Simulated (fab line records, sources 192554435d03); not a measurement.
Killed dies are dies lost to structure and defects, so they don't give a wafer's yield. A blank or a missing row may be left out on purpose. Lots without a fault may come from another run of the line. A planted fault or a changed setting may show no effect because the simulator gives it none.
Which tool did it? | flow n5_finfet | 9 lots, 27 wafers sampled, at 6 steps of a route of 1938

WHAT THE GAUGES READ, wafer by wafer
N5_PMOS_HMC_CHANNEL_EPI_INSPECT_30: inspects for defects (darkfield). Usual: raw_defect_count 18, standard deviation 6.6.
lot  | measured    | on                | raw_defect_count | flag
L541 | day 2 02:16 | defect_inspect-02 | 23 26 17         |
L545 | day 3 01:58 | defect_inspect-02 | 14 11 9          |
L546 | day 3 09:35 | defect_inspect-02 | 28 27 11         |
L551 | day 4 14:55 | defect_inspect-01 | 8 17 6           |
L553 | day 5 03:29 | defect_inspect-02 | 15 30 14         |
L554 | day 5 08:08 | defect_inspect-01 | 26 16 18         |
L555 | day 5 14:35 | defect_inspect-02 | 12 18 18         |
L556 | day 5 20:11 | defect_inspect-01 | 38 22 30         |
L563 | day 7 14:43 | defect_inspect-02 | 23 19 19         |

N5_BEOL_M4_RC_MEAS_101. Usual: DIBL_N 35.8 mV/V, standard deviation 1.8; DIBL_P 35.9 mV/V, standard deviation 2.2; IOFF_N 0.16 nA/um, standard deviation 0.035; IOFF_P 0.21 nA/um, standard deviation 0.04; ION_N 672 uA/um, standard deviation 11; ION_P 461 uA/um, standard deviation 7.4; SS_N 71.4 mV/dec, standard deviation 0.64; SS_P 73.2 mV/dec, standard deviation 0.67; VT_N 250 mV, standard deviation 3.5; VT_P -251 mV, standard deviation 3.4.
lot  | measured     | on        | DIBL_N (mV/V)  | DIBL_P (mV/V)  | IOFF_N (nA/um) | IOFF_P (nA/um) | ION_N (uA/um) | ION_P (uA/um) | SS_N (mV/dec)  | SS_P (mV/dec)  | VT_N (mV)   | VT_P (mV)      | flag
L541 | day 8 15:25  | prober-01 | 34.9 32.9 34.9 | 36.2 34.3 36.9 | 0.17 0.14 0.17 | 0.23 0.20 0.25 | 675 669 677   | 468 463 476   | 71.4 71.4 71.0 | 74.0 72.7 72.8 | 247 250 245 | -246 -250 -246 |
L545 | day 9 08:31  | prober-01 | 35.9 35.0 36.8 | 37.2 35.8 37.1 | 0.16 0.14 0.17 | 0.21 0.20 0.21 | 671 669 675   | 464 459 464   | 72.0 71.6 71.9 | 73.4 72.8 73.3 | 250 252 250 | -250 -254 -249 |
L546 | day 10 00:50 | prober-01 | 38.6 36.7 35.0 | 40.7 37.9 36.7 | 0.21 0.17 0.13 | 0.24 0.19 0.17 | 691 683 665   | 467 459 451   | 72.3 72.1 71.1 | 73.7 72.5 72.8 | 247 249 254 | -250 -251 -255 |
L551 | day 10 22:46 | prober-02 | 35.6 38.5 37.0 | 35.6 39.2 37.5 | 0.14 0.19 0.18 | 0.18 0.24 0.21 | 674 682 685   | 455 459 465   | 71.6 72.2 72.7 | 73.2 73.4 73.6 | 249 249 249 | -251 -249 -250 |
L553 | day 11 16:23 | prober-02 | 35.2 37.3 37.5 | 34.5 37.3 38.5 | 0.14 0.16 0.18 | 0.18 0.22 0.25 | 667 684 682   | 459 467 465   | 70.5 71.4 71.2 | 72.1 72.6 73.1 | 252 250 246 | -250 -250 -249 |
L554 | day 11 19:51 | prober-02 | 34.3 37.1 35.0 | 34.6 38.2 35.8 | 0.13 0.19 0.15 | 0.21 0.28 0.23 | 658 664 669   | 462 464 470   | 71.3 71.2 70.5 | 73.0 73.7 72.3 | 253 247 249 | -249 -246 -246 |
L555 | day 12 13:22 | prober-02 | 37.4 39.5 34.0 | 36.8 40.4 33.2 | 0.21 0.25 0.13 | 0.27 0.34 0.20 | 697 702 667   | 478 486 462   | 71.8 72.1 70.4 | 73.6 73.8 72.5 | 245 242 252 | -244 -243 -247 |
L556 | day 12 01:48 | prober-02 | 31.7 34.5 33.8 | 31.2 35.6 34.5 | 0.09 0.13 0.12 | 0.13 0.19 0.18 | 654 667 667   | 456 461 469   | 70.2 70.7 70.6 | 71.9 73.1 72.2 | 258 251 251 | -256 -251 -251 |
L563 | day 13 23:44 | prober-02 | 34.4 35.2 32.4 | 33.0 34.1 30.8 | 0.11 0.12 0.09 | 0.17 0.18 0.14 | 659 658 653   | 459 459 453   | 70.6 71.7 70.3 | 72.5 72.9 71.6 | 255 255 257 | -251 -253 -255 |

WHICH TOOL RAN EACH LOT (tool, then ch and the chambers of the sampled wafers, then the start)
lot  | N5_ZERO_LAYER_COAT_05            | N5_ZERO_LAYER_STRIP_24              | N5_PMOS_HMC_CHANNEL_EPI_HM_DEP_34 | N5_FIN_SAQP_HM_DEP_03
L541 | litho_track-04 ch 0, day 1 18:22 | plasma_asher-02 ch 0,1, day 1 18:55 | pecvd-02 ch 1,2, day 1 22:37      | pecvd-02 ch 0,1,2, day 2 03:52
L545 | litho_track-01 ch 0, day 2 18:22 | plasma_asher-01 ch 0,1, day 2 18:53 | pecvd-03 ch 0,1,2, day 2 22:44    | pecvd-02 ch 0,1,2, day 3 02:38
L546 | litho_track-05 ch 0, day 3 00:22 | plasma_asher-01 ch 0,1, day 3 01:17 | pecvd-04 ch 1,2, day 3 05:11      | pecvd-02 ch 0,2, day 3 10:16
L551 | litho_track-04 ch 0, day 4 06:23 | plasma_asher-01 ch 0,1, day 4 07:13 | pecvd-04 ch 1,2, day 4 11:35      | pecvd-04 ch 0,2, day 4 16:47
L553 | litho_track-05 ch 0, day 4 18:23 | plasma_asher-01 ch 0,1, day 4 18:55 | pecvd-02 ch 1,2, day 4 22:44      | pecvd-01 ch 0,2, day 5 04:02
L554 | litho_track-04 ch 0, day 5 00:22 | plasma_asher-01 ch 0, day 5 01:01   | pecvd-04 ch 0,1, day 5 05:01      | pecvd-04 ch 0,2, day 5 08:47
L555 | litho_track-04 ch 0, day 5 06:22 | plasma_asher-02 ch 0,1, day 5 07:15 | pecvd-03 ch 1,2, day 5 11:14      | pecvd-04 ch 0,1, day 5 15:07
L556 | litho_track-04 ch 0, day 5 12:23 | plasma_asher-02 ch 0,1, day 5 13:22 | pecvd-02 ch 0,1, day 5 17:02      | pecvd-04 ch 0,2, day 5 20:43
L563 | litho_track-05 ch 0, day 7 06:22 | plasma_asher-02 ch 0,1, day 7 07:02 | pecvd-04 ch 0,1,2, day 7 11:27    | pecvd-04 ch 0,1,2, day 7 15:16
- N5_ZERO_LAYER_COAT_05: resist thk 1000 nm.
- N5_ZERO_LAYER_STRIP_24: strips in O2.
- N5_PMOS_HMC_CHANNEL_EPI_HM_DEP_34: deposits SiO2 from TEOS/O2, target thk 36 nm, time 6.9 s.
- N5_FIN_SAQP_HM_DEP_03: deposits SiNx from SiH4/NH3/N2, target thk 38 nm, time 33.6 s.

WHAT THE TOOLS THEMSELVES READ (means of the sampled wafers that have a number; where no wafer has one, the mark that the record gives instead)
N5_ZERO_LAYER_COAT_05. Usual: spin_speed_rpm 1499.8 rpm, standard deviation 1.
lot  | tool           | spin_speed_rpm (rpm) | flag
L541 | litho_track-04 | 1500.2               |
L545 | litho_track-01 | 1499.1               |
L546 | litho_track-05 | 1500.6               |
L551 | litho_track-04 | 1499.4               |
L553 | litho_track-05 | 1499.6               |
L554 | litho_track-04 | 1435.0               | OFF
L555 | litho_track-04 | 1434.0               | OFF
L556 | litho_track-04 | 1434.1               | OFF
L563 | litho_track-05 | 1500.9               |

N5_ZERO_LAYER_STRIP_24. Usual: drypump_motor_current_A 5.7 A, standard deviation 0.37; heater_power_w 344 W, standard deviation 12; oes_product_au 0.647 a.u., standard deviation 0.0049; strip_time_to_endpoint_s 43.86 s, standard deviation 0.079; temp_c 249.99 C, standard deviation 0.2.
lot  | tool            | drypump_motor_current_A (A) | heater_power_w (W) | oes_product_au (a.u.) | strip_time_to_endpoint_s (s) | temp_c (C) | flag
L541 | plasma_asher-02 | 5.8                         | 353                | 0.653                 | 43.70                        | 250.03     |
L545 | plasma_asher-01 | 5.7                         | 350                | 0.644                 | 43.91                        | 249.96     |
L546 | plasma_asher-01 | 5.7                         | 347                | 0.646                 | 43.81                        | 249.96     |
L551 | plasma_asher-01 | 5.7                         | 343                | 0.639                 | 43.87                        | 250.09     |
L553 | plasma_asher-01 | 5.7                         | 350                | 0.648                 | 43.87                        | 250.14     |
L554 | plasma_asher-01 | 5.2                         | 334                | 0.651                 | 44.51                        | 249.80     | OFF
L555 | plasma_asher-02 | 6.0                         | 340                | 0.649                 | 44.44                        | 250.08     | OFF
L556 | plasma_asher-02 | 5.9                         | 345                | 0.642                 | 44.46                        | 249.95     | OFF
L563 | plasma_asher-02 | 5.9                         | 349                | 0.647                 | 43.80                        | 249.91     |

N5_PMOS_HMC_CHANNEL_EPI_HM_DEP_34. Usual: heater_power_w 584 W, standard deviation 140; showerhead_plenum_p_Torr 8.35 Torr, standard deviation 0.034; throttle_valve_pct 18.5 %, standard deviation 0.5.
lot  | tool     | heater_power_w (W) | showerhead_plenum_p_Torr (Torr) | throttle_valve_pct (%) | flag
L541 | pecvd-02 | 631                | 8.38                            | 18.2                   |
L545 | pecvd-03 | 479                | 8.37                            | 18.8                   |
L546 | pecvd-04 | 531                | 8.34                            | 18.3                   |
L551 | pecvd-04 | 599                | 8.33                            | 18.3                   |
L553 | pecvd-02 | 696                | 8.37                            | 18.3                   |
L554 | pecvd-04 | 484                | 8.37                            | 18.2                   |
L555 | pecvd-03 | 470                | 8.34                            | 19.1                   |
L556 | pecvd-02 | 815                | 8.33                            | 18.2                   |
L563 | pecvd-04 | 538                | 8.36                            | 18.4                   |

N5_FIN_SAQP_HM_DEP_03. Usual: heater_power_w 835 W, standard deviation 150; showerhead_plenum_p_Torr 5.16 Torr, standard deviation 0.05; throttle_valve_pct 39.5 %, standard deviation 1.2.
lot  | tool     | heater_power_w (W) | showerhead_plenum_p_Torr (Torr) | throttle_valve_pct (%) | flag
L541 | pecvd-02 | 913                | 5.17                            | 39.5                   |
L545 | pecvd-02 | 907                | 5.18                            | 39.6                   |
L546 | pecvd-02 | 854                | 5.16                            | 40.7                   |
L551 | pecvd-04 | 697                | 5.13                            | 39.0                   |
L553 | pecvd-01 | 617                | 5.20                            | 38.7                   |
L554 | pecvd-04 | 755                | 5.13                            | 39.0                   |
L555 | pecvd-04 | 722                | 5.17                            | 39.2                   |
L556 | pecvd-04 | 688                | 5.14                            | 39.0                   |
L563 | pecvd-04 | 761                | 5.15                            | 39.3                   |

THE ANSWER, worked out from the rows above alone
Rule: a lot is off if the mean of its wafers that have a number lies more than 3 standard deviations from the usual mean. A lot without any number at a reading at which 4 lots or more have one is off too. The other lots that the step has rows for count as sound. The gauges are gone through in route order, then the tools' own readings, and for those a lot's mean is taken as printed above. The first step at which some lot is off is used, and at that step the reading that is off furthest; a lot without a number counts as furthest.
Off: L554, L555, L556, at N5_ZERO_LAYER_COAT_05 (spin_speed_rpm).
A tool fits if, at that step or a process step before it, it ran every lot that is off, and no sound lot after the first of them. One fits: litho_track-04 at N5_ZERO_LAYER_COAT_05. Its last sound lot is L551 (day 4 06:23), its first lot that is off L554 (day 5 00:22): a fault that began between those two fits.
The tool's own readings at N5_ZERO_LAYER_COAT_05 bear it out: on the lots that are off they differ by more than 5 times the standard deviation of the sound lots' means. spin_speed_rpm reads 1434.4 rpm there against 1500.0 rpm on the sound lots.

WHAT THE SIMULATOR HAD PUT IN
Process parameter drift: litho_track-04, from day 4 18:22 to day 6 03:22, at N5_ZERO_LAYER_COAT_05. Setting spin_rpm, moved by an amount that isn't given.
Lots struck among those shown: L554, L555, L556. The rule above found the same.
